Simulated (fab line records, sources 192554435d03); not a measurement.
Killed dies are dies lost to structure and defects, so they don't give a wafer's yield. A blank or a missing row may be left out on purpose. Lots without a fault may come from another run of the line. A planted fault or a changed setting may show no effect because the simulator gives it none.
fab line records | flow n5_finfet | part 1 of 2: steps 1 to 20 of 31
record lots=5 wafers=15 last_day=17
route steps=1938 shown BEOL_M2@844
lots that met no fault: from a run of the same line without faults
start_h: hours from the record's first day to the start of the lot's first wafer shown | wait_h: hours since the lot's step before | " the same as in the row above | L1.1+2: a row that stands for several wafers | - no value, or no start given | * or withheld: withheld | < > ~ a bound
route shown NAME@n: a module of which the file shows steps, and the number in the route of the first | usual: mean/standard deviation of fault-free wafers | same: alike in all rows | chamber/n: place in a boat | sites: the reading at each site | _std_site: their standard deviation | _edge_site: outer sites' mean less inner sites' | radius_mm: how far each site lies from the wafer's centre | mask NAME#n: copy n | behind: the tool/chamber that last shaped the wafer | hold: why the lot was held/for how many hours/how that ended | device: the transistor (n, p or np) that didn't switch | end of line: the same wafers' tests at the end of the route | a step without rows: its recipe alone | killed: dies lost to structure and defects at the first sort, not the wafer's yield | map: a wafer's dies, x killed, . not, _ none there
set.NAME: the setting as run; set.NAME@STEP: as run at that earlier step | model.NAME: the simulator's own value behind a step, which no gauge read
lots at some steps of the route; a table a step, a row a wafer
services: from which hour (start_h, from the record's first day; less than 0 if before it) a tool's chamber was out of use, for how many hours, and why
## steps
# step N5_BEOL_M2_HM_DEP_02
# recipe material=TiN target_thk_a=200 temp_c=25 chamber_pressure_pa=0.49996
# usual throttle_valve_pct=29.6/1.1
# columns lot.wafer tool chamber start_h wait_h throttle_valve_pct
L074.2 pvd_sputter-03 - 130.52 0.8 29.3
L074.3 " - " " 29.9
L074.6 " - " " 30.7
L079.3 pvd_sputter-03 - 163.76 1.2 29.6
L079.5 " - " " 29.5
L079.6 " - " " 29.4
L080.1 pvd_sputter-03 - 169.62 2.1 29.1
L080.2 " - " " 29.7
L080.6 " - " " 30.1
L090.1 pvd_sputter-01 - 234.95 0.1 29.0
L090.4 " - " " 30.4
L090.6 " - " " 31.1
L097.3 pvd_sputter-01 - 269.16 2.2 27.2
L097.5 " - " " 28.9
L097.6 " - " " 27.1
# step N5_BEOL_M2_COAT_61
# recipe resist=SOC temp_c=250 time_s=60 spin_rpm=1500 resist_thk_nm=60
# usual plate_temp_C=250.00/0.18
# columns lot.wafer tool chamber start_h wait_h plate_temp_C
L074.2 litho_track-05 0 130.64 0.1 250.05
L074.3 " 0 " " 250.22
L074.6 " 0 " " 250.08
L079.3 litho_track-04 0 163.89 0.1 250.14
L079.5 " 0 " " 250.32
L079.6 " 0 " " 250.25
L080.1 litho_track-05 0 169.75 0.1 249.67
L080.2 " 0 " " 250.05
L080.6 " 0 " " 249.90
L090.1 litho_track-05 0 235.08 0.1 250.05
L090.4 " 0 " " 250.08
L090.6 " 0 " " 249.86
L097.3 litho_track-04 0 269.28 0.1 250.15
L097.5 " 0 " " 250.00
L097.6 " 0 " " 250.10
# step N5_BEOL_M2_COAT_62
# recipe resist=SiARC temp_c=220 time_s=60 spin_rpm=1500 resist_thk_nm=12
# usual plate_temp_C=220.03/0.16
# columns lot.wafer tool chamber start_h wait_h plate_temp_C
L074.2 litho_track-05 0 - - 220.03
L074.3 " 0 " " 219.97
L074.6 " 0 " " 219.80
L079.3 litho_track-04 0 - - 220.28
L079.5 " 0 " " 220.25
L079.6 " 0 " " 220.31
L080.1 litho_track-05 0 - - 220.16
L080.2 " 0 " " 220.13
L080.6 " 0 " " 220.30
L090.1 litho_track-05 0 - - 220.20
L090.4 " 0 " " 219.97
L090.6 " 0 " " 220.23
L097.3 litho_track-04 0 - - 220.13
L097.5 " 0 " " 220.06
L097.6 " 0 " " 219.94
# step N5_BEOL_M2_COAT_73
# recipe resist=underlayer temp_c=205 time_s=60 spin_rpm=1500 resist_thk_nm=5
# usual plate_temp_C=205.01/0.13
# columns lot.wafer tool chamber start_h wait_h plate_temp_C
L074.2 litho_track-05 0 - - 204.87
L074.3 " 0 " " 205.00
L074.6 " 0 " " 204.80
L079.3 litho_track-04 0 - - 204.99
L079.5 " 0 " " 205.19
L079.6 " 0 " " 204.90
L080.1 litho_track-05 0 - - 205.21
L080.2 " 0 " " 205.01
L080.6 " 0 " " 204.97
L090.1 litho_track-05 0 - - 205.15
L090.4 " 0 " " 204.88
L090.6 " 0 " " 205.01
L097.3 litho_track-04 0 - - 204.92
L097.5 " 0 " " 204.58
L097.6 " 0 " " 205.15
# step N5_BEOL_M2_COAT_05
# recipe resist=CAR-EUV spin_rpm=1500 resist_thk_nm=30
# columns lot.wafer tool chamber start_h wait_h
L074.2+3+6 litho_track-05 0 - -
L079.3+5+6 litho_track-04 0 - -
L080.1+2+6 litho_track-05 0 - -
L090.1+4+6 litho_track-05 0 - -
L097.3+5+6 litho_track-04 0 - -
# step N5_BEOL_M2_EBR_07
# recipe solvent=PGMEA ebr_width_mm=1.5
# columns lot.wafer tool chamber start_h wait_h
L074.2+3+6 litho_track-05 0 - -
L079.3+5+6 litho_track-04 0 - -
L080.1+2+6 litho_track-05 0 - -
L090.1+4+6 litho_track-05 0 - -
L097.3+5+6 litho_track-04 0 - -
# step N5_BEOL_M2_SOFTBAKE_06
# recipe temp_c=110 time_s=60 resist=CAR-EUV
# usual plate_temp_C=110.00/0.13
# columns lot.wafer tool chamber start_h wait_h plate_temp_C
L074.2 litho_track-05 0 - - 110.11
L074.3 " 0 " " 110.05
L074.6 " 0 " " 110.15
L079.3 litho_track-04 0 - - 110.10
L079.5 " 0 " " 110.28
L079.6 " 0 " " 109.90
L080.1 litho_track-05 0 - - 109.98
L080.2 " 0 " " 110.01
L080.6 " 0 " " 110.14
L090.1 litho_track-05 0 - - 110.20
L090.4 " 0 " " 110.04
L090.6 " 0 " " 109.86
L097.3 litho_track-04 0 - - 110.20
L097.5 " 0 " " 110.19
L097.6 " 0 " " 110.11
# step N5_BEOL_M2_EXPOSE_08
# recipe mask_id=M2 na=0.33 source_shape=dipole sigma_inner=0.369 sigma_outer=0.767 polarization=unpolarized dose_mj=41.25
# same sigma_inner=0.369
# columns lot.wafer tool chamber start_h wait_h mask
L074.2+3+6 euv_scanner-02 0 130.91 - M2#0
L079.3+5+6 euv_scanner-02 0 164.06 - M2#0
L080.1+2+6 euv_scanner-01 0 170.01 - M2#0
L090.1+4+6 euv_scanner-02 0 235.21 - M2#0
L097.3+5+6 euv_scanner-02 0 269.43 - M2#0
# step N5_BEOL_M2_PEB_09
# recipe peb_temp_c=100 peb_time_s=60 resist=CAR-EUV
# usual plate_temp_C=99.98/0.13
# columns lot.wafer tool chamber start_h wait_h plate_temp_C
L074.2 litho_track-03 0 130.97 0.1 99.87
L074.3 " 0 " " 99.91
L074.6 " 0 " " 100.13
L079.3 litho_track-05 0 164.11 0.0 99.82
L079.5 " 0 " " 99.70
L079.6 " 0 " " 99.97
L080.1 litho_track-03 0 170.07 0.1 99.95
L080.2 " 0 " " 100.04
L080.6 " 0 " " 100.18
L090.1 litho_track-04 0 235.28 0.1 100.06
L090.4 " 0 " " 100.02
L090.6 " 0 " " 100.18
L097.3 litho_track-04 0 269.49 0.0 100.10
L097.5 " 0 " " 100.08
L097.6 " 0 " " 100.07
# step N5_BEOL_M2_DEVELOP_10
# recipe develop_time_s=30 developer=TMAH resist=CAR-EUV rinse_liquid=surfactant_rinse dry=air_spin dev_temp_c=23
# columns lot.wafer tool chamber start_h wait_h
L074.2+3+6 litho_track-03 0 - -
L079.3+5+6 litho_track-05 0 - -
L080.1+2+6 litho_track-03 0 - -
L090.1+4+6 litho_track-04 0 - -
L097.3+5+6 litho_track-04 0 - -
# step N5_BEOL_M2_CD_MEAS_11
# recipe target_cd_nm=16.79 landing_energy_ev=500 detector=se_inlens polarity=opening
# usual cd_nm=16.77/0.22
# columns lot.wafer tool chamber start_h wait_h cd_nm
L074.2 cd_sem-03 0 131.04 - 16.59
L074.3 " 0 " " 16.79
L074.6 " 0 " " 16.68
L079.3 cd_sem-01 0 164.18 - 17.21
L079.5 " 0 " " 16.92
L079.6 " 0 " " 16.73
L080.1 cd_sem-01 0 170.14 - 16.77
L080.2 " 0 " " 16.62
L080.6 " 0 " " 17.16
L090.1 cd_sem-02 0 235.35 - 17.05
L090.4 " 0 " " 16.63
L090.6 " 0 " " 16.87
L097.3 cd_sem-03 0 269.55 - 16.79
L097.5 " 0 " " 16.90
L097.6 " 0 " " 16.68
# step N5_BEOL_M2_OVL_MEAS_12
# recipe points_per_wafer=522
# usual M2_OVL=-0.2/0.71
# columns lot.wafer tool chamber start_h wait_h M2_OVL[nm]
L074.2 overlay-01 0 131.07 0.0 0.1
L074.3 " 0 " " -0.4
L074.6 " 0 " " -0.7
L079.3 overlay-01 0 164.22 0.0 -0.5
L079.5 " 0 " " 0.2
L079.6 " 0 " " 0.2
L080.1 overlay-01 0 170.17 0.0 -0.4
L080.2 " 0 " " 0.3
L080.6 " 0 " " -0.7
L090.1 overlay-02 0 235.38 0.0 0.9
L090.4 " 0 " " 0.0
L090.6 " 0 " " 0.0
L097.3 overlay-01 0 269.59 0.0 0.2
L097.5 " 0 " " 0.1
L097.6 " 0 " " -1.0
# step N5_BEOL_M2_INSPECT_13
# recipe mode=adi inspect_instrument=brightfield
# usual raw_defect_count=410/95
# columns lot.wafer tool chamber start_h wait_h raw_defect_count
L074.2 defect_inspect-02 - 131.13 0.0 262
L074.3 " - " " 274
L074.6 " - " " 353
L079.3 defect_inspect-02 - 164.26 0.0 436
L079.5 " - " " 322
L079.6 " - " " 466
L080.1 defect_inspect-02 - 170.23 0.1 586
L080.2 " - " " 438
L080.6 " - " " 395
L090.1 defect_inspect-01 - 235.43 0.1 411
L090.4 " - " " 317
L090.6 " - " " 411
L097.3 defect_inspect-01 - 269.64 0.0 344
L097.5 " - " " 317
L097.6 " - " " 290
# step N5_BEOL_M2_DESCUM_16
# recipe chemistry=O2 time_s=7 source_power_w=50 bias_power_w=20 pressure_mtorr=20 rf_frequency_hz=2.712e+07 temp_c=40 resist=CAR-EUV o2_flow_sccm=225
# usual chamber_pressure_mTorr=20.002/0.017 drypump_motor_current_A=5.8/0.41 oes_product_au=0.79/0.087 rf_vpp_V=243.0/1.2 showerhead_plenum_p_Torr=2.08/0.053 throttle_valve_pct=20.41/0.27
# columns lot.wafer tool chamber start_h wait_h chamber_pressure_mTorr drypump_motor_current_A oes_product_au rf_hours_counter_h rf_vpp_V showerhead_plenum_p_Torr throttle_valve_pct
L074.2 rie_diel-01 0 132.00 0.9 20.001 5.6 0.75 156 244.1 2.09 20.09
L074.3 " 1 " " 20.022 6.0 0.87 60 242.6 2.12 20.41
L074.6 " 2 " " 20.005 6.4 0.77 - 244.5 2.10 20.85
L079.3 rie_diel-04 2 164.36 0.1 19.999 5.0 0.72 193 241.7 2.00 20.18
L079.5 " 1 " " 20.014 5.6 0.67 - 243.1 2.15 20.51
L079.6 " 2 " " 19.995 4.9 0.72 - 242.3 2.00 20.20
L080.1 rie_diel-04 0 170.48 0.2 20.001 5.7 0.82 87 242.5 2.03 20.76
L080.2 " 1 " " 19.975 5.6 0.68 236 242.5 2.15 20.51
L080.6 " 0 " " 20.015 5.7 0.82 - 241.0 2.03 20.73
L090.1 rie_diel-04 0 235.47 0.0 20.025 5.7 0.79 115 241.8 2.02 20.79
L090.4 " 2 " " 19.997 5.0 0.69 224 241.8 1.99 20.23
L090.6 " 0 " " 20.009 5.7 0.79 - 241.7 2.02 20.78
L097.3 rie_diel-03 2 269.78 0.1 19.997 6.0 0.73 148 243.2 2.09 20.26
L097.5 " 0 " " 19.994 6.1 0.85 - 242.0 2.04 20.20
L097.6 " 2 " " 19.985 6.0 0.74 - 242.9 2.09 20.27
# step N5_BEOL_M2_ETCH_74
# recipe chemistry=N2/H2 target=underlayer target_depth_a=65 mask_material=CAR-EUV time_s=5.2 ion_energy_ev=200 pressure_mtorr=30 source_w=840 bias_w=150 n2_flow_sccm=200 h2_flow_sccm=200 ends=cleared
# usual chamber_pressure_mTorr=30.00/0.048 drypump_motor_current_A=5.8/0.41 etch_rf_on_time_s=5.19/0.092 oes_product_au=0.67/0.073 rf_vpp_V=523.6/2.3 showerhead_plenum_p_Torr=2.53/0.065 throttle_valve_pct=17.82/0.27
# columns lot.wafer tool chamber start_h wait_h chamber_pressure_mTorr drypump_motor_current_A etch_rf_on_time_s oes_product_au rf_hours_counter_h rf_vpp_V showerhead_plenum_p_Torr throttle_valve_pct
L074.2 rie_diel-01 0 132.03 0.0 30.09 5.7 5.18 0.64 156 523.2 2.54 17.52
L074.3 " 1 " " 29.91 6.0 5.11 0.76 60 526.0 2.58 17.85
L074.6 " 2 " " 30.05 6.5 5.06 0.67 - 524.7 2.54 18.19
L079.3 rie_diel-04 2 164.40 0.0 29.99 5.0 5.31 0.60 193 519.4 2.42 17.61
L079.5 " 1 " " 30.06 5.6 5.16 0.57 - 525.6 2.61 17.96
L079.6 " 2 " " 29.98 5.0 5.33 0.60 - 521.4 2.42 17.59
L080.1 rie_diel-04 0 170.51 0.0 30.04 5.7 5.10 0.70 87 521.3 2.46 18.12
L080.2 " 1 " " 29.96 5.6 5.17 0.58 236 523.8 2.61 17.94
L080.6 " 0 " " 30.02 5.7 5.18 0.71 - 522.7 2.46 18.11
L090.1 rie_diel-04 0 235.50 0.0 30.02 5.7 5.20 0.67 115 521.6 2.45 18.20
L090.4 " 2 " " 29.92 5.0 5.33 0.58 224 522.4 2.41 17.66
L090.6 " 0 " " 29.97 5.7 5.20 0.67 - 521.6 2.45 18.17
L097.3 rie_diel-03 2 269.82 0.0 29.94 6.0 5.32 0.63 148 525.0 2.54 17.62
L097.5 " 0 " " 30.10 6.1 5.17 0.72 - 523.6 2.48 17.64
L097.6 " 2 " " 30.02 6.0 5.32 0.62 - 521.3 2.54 17.60
# step N5_BEOL_M2_ETCH_63
# recipe chemistry=CF4 target=SiARC target_depth_a=156 mask_material=CAR-EUV time_s=26 ion_energy_ev=80 pressure_mtorr=40 source_w=545 bias_w=36 Ar_flow_sccm=100 cf4_flow_sccm=100 ends=cleared
# usual chamber_pressure_mTorr=40.00/0.034 drypump_motor_current_A=5.8/0.41 etch_rf_on_time_s=25.9/0.42 oes_product_au=0.67/0.073 rf_vpp_V=183.9/1.1 showerhead_plenum_p_Torr=2.14/0.052 throttle_valve_pct=15.60/0.26
# columns lot.wafer tool chamber start_h wait_h chamber_pressure_mTorr drypump_motor_current_A etch_rf_on_time_s oes_product_au rf_hours_counter_h rf_vpp_V showerhead_plenum_p_Torr throttle_valve_pct
L074.2 rie_diel-01 0 132.05 0.0 40.00 5.7 25.8 0.65 156 184.7 2.15 15.41
L074.3 " 1 " " 40.01 6.0 26.0 0.74 60 184.3 2.18 15.60
L074.6 " 2 " " 39.99 6.4 25.4 0.67 - 181.9 2.15 16.01
L079.3 rie_diel-04 2 164.41 0.0 40.00 4.9 26.6 0.61 193 181.9 2.05 15.41
L079.5 " 1 " " 39.94 5.7 25.9 0.58 - 183.8 2.19 15.69
L079.6 " 2 " " 39.98 4.9 26.7 0.61 - 181.5 2.05 15.41
L080.1 rie_diel-04 0 170.53 0.0 39.98 5.7 25.5 0.70 87 182.1 2.07 15.77
L080.2 " 1 " " 40.01 5.6 25.7 0.58 236 184.0 2.19 15.70
L080.6 " 0 " " 40.02 5.7 25.7 0.70 - 184.6 2.07 15.78
L090.1 rie_diel-04 0 235.52 0.0 40.03 5.7 25.6 0.68 115 183.5 2.07 15.84
L090.4 " 2 " " 40.00 4.9 26.7 0.58 224 182.1 2.04 15.46
L090.6 " 0 " " 40.05 5.7 25.7 0.68 - 183.4 2.07 15.84
L097.3 rie_diel-03 2 269.83 0.0 39.99 6.0 26.0 0.63 148 183.4 2.15 15.53
L097.5 " 0 " " 39.98 6.1 25.5 0.73 - 183.0 2.08 15.37
L097.6 " 2 " " 40.04 6.0 26.0 0.64 - 184.0 2.15 15.55
# step N5_BEOL_M2_ETCH_64
# recipe chemistry=N2/H2 target=SOC target_depth_a=750 overetch_a=225 mask_material=SiARC temp_c=40 time_s=121.9 ion_energy_ev=200 pressure_mtorr=30 source_w=840 bias_w=150 n2_flow_sccm=200 h2_flow_sccm=200
# usual chamber_pressure_mTorr=29.999/0.027 drypump_motor_current_A=5.8/0.41 oes_product_au=0.60/0.062 rf_vpp_V=523.6/2 showerhead_plenum_p_Torr=2.53/0.065 throttle_valve_pct=17.78/0.27
# columns lot.wafer tool chamber start_h wait_h chamber_pressure_mTorr drypump_motor_current_A oes_product_au rf_hours_counter_h rf_vpp_V showerhead_plenum_p_Torr throttle_valve_pct
L074.2 rie_diel-01 0 132.08 0.0 29.999 5.7 0.57 156 524.1 2.54 17.46
L074.3 " 1 " " 29.996 6.0 0.66 60 524.5 2.58 17.83
L074.6 " 2 " " 30.004 6.4 0.59 - 524.4 2.54 18.15
L079.3 rie_diel-04 2 164.44 0.0 29.927 5.0 0.55 193 520.2 2.42 17.56
L079.5 " 1 " " 30.010 5.7 0.52 - 524.9 2.61 17.91
L079.6 " 2 " " 29.967 5.0 0.55 - 521.1 2.42 17.55
L080.1 rie_diel-04 0 170.56 0.0 30.023 5.7 0.62 87 522.2 2.46 18.07
L080.2 " 1 " " 29.959 5.6 0.52 236 525.2 2.61 17.91
L080.6 " 0 " " 29.916 5.7 0.62 - 521.3 2.46 18.07
L090.1 rie_diel-04 0 235.55 0.0 29.987 5.7 0.60 115 520.4 2.45 18.11
L090.4 " 2 " " 29.989 5.0 0.53 224 521.4 2.41 17.61
L090.6 " 0 " " 29.973 5.7 0.60 - 520.7 2.45 18.11
L097.3 rie_diel-03 2 269.86 0.0 30.025 6.0 0.56 148 523.1 2.54 17.58
L097.5 " 0 " " 30.037 6.1 0.64 - 521.4 2.48 17.61
L097.6 " 2 " " 29.991 6.0 0.57 - 522.1 2.54 17.57
# step N5_BEOL_M2_STRIP_65
# recipe chemistry=N2/H2 temp_c=40 n2_flow_sccm=200 h2_flow_sccm=200 rf_frequency_hz=6e+07
# columns lot.wafer tool chamber start_h wait_h
L074.2+3+6 rie_diel-01 0,1,2 132.19 0.1
L079.3+5+6 rie_diel-04 2,1,2 164.55 0.1
L080.1+2+6 rie_diel-04 0,1,0 170.67 0.1
L090.1+4+6 rie_diel-04 0,2,0 235.66 0.1
L097.3+5+6 rie_diel-03 2,0,2 269.97 0.1
# step N5_BEOL_M2_STRIP_75
# recipe chemistry=N2/H2 temp_c=40 n2_flow_sccm=200 h2_flow_sccm=200 rf_frequency_hz=6e+07
# columns lot.wafer tool chamber start_h wait_h
L074.2+3+6 rie_diel-01 0,1,2 132.20 0.0
L079.3+5+6 rie_diel-04 2,1,2 164.56 0.0
L080.1+2+6 rie_diel-04 0,1,0 170.68 0.0
L090.1+4+6 rie_diel-04 0,2,0 235.67 0.0
L097.3+5+6 rie_diel-03 2,0,2 269.98 0.0
# step N5_BEOL_M2_STRIP_66
# recipe chemistry=CF4 resist=SiARC power_w=300 bias_power_w=75 pressure_mtorr=50 cf4_flow_sccm=150 rf_frequency_hz=6e+07
# usual chamber_pressure_mTorr=50.01/0.044 drypump_motor_current_A=5.8/0.41 oes_product_au=0.78/0.08 rf_vpp_V=271.0/1.3 showerhead_plenum_p_Torr=1.79/0.042 throttle_valve_pct=13.57/0.26
# columns lot.wafer tool chamber start_h wait_h chamber_pressure_mTorr drypump_motor_current_A oes_product_au rf_hours_counter_h rf_vpp_V showerhead_plenum_p_Torr throttle_valve_pct
L074.2 rie_diel-01 0 132.21 0.0 49.99 5.7 0.74 156 270.3 1.80 13.40
L074.3 " 1 " " 50.02 6.0 0.85 60 271.2 1.82 13.53
L074.6 " 2 " " 50.05 6.4 0.76 - 272.1 1.80 13.94
L079.3 rie_diel-04 2 164.57 0.0 50.03 4.9 0.70 193 266.8 1.72 13.42
L079.5 " 1 " " 49.99 5.6 0.67 - 272.6 1.83 13.69
L079.6 " 2 " " 50.03 4.9 0.72 - 270.6 1.72 13.42
L080.1 rie_diel-04 0 170.69 0.0 50.03 5.7 0.81 87 269.5 1.74 13.73
L080.2 " 1 " " 50.04 5.6 0.67 236 272.6 1.83 13.72
L080.6 " 0 " " 49.96 5.7 0.81 - 269.5 1.74 13.71
L090.1 rie_diel-04 0 235.68 0.0 50.00 5.7 0.78 115 270.1 1.73 13.79
L090.4 " 2 " " 50.02 5.0 0.69 224 270.3 1.71 13.48
L090.6 " 0 " " 50.00 5.6 0.78 - 270.6 1.73 13.80
L097.3 rie_diel-03 2 269.99 0.0 49.98 6.0 0.74 148 271.2 1.79 13.52
L097.5 " 0 " " 49.92 6.1 0.83 - 269.8 1.75 13.34
L097.6 " 2 " " 50.01 6.0 0.74 - 271.3 1.79 13.54
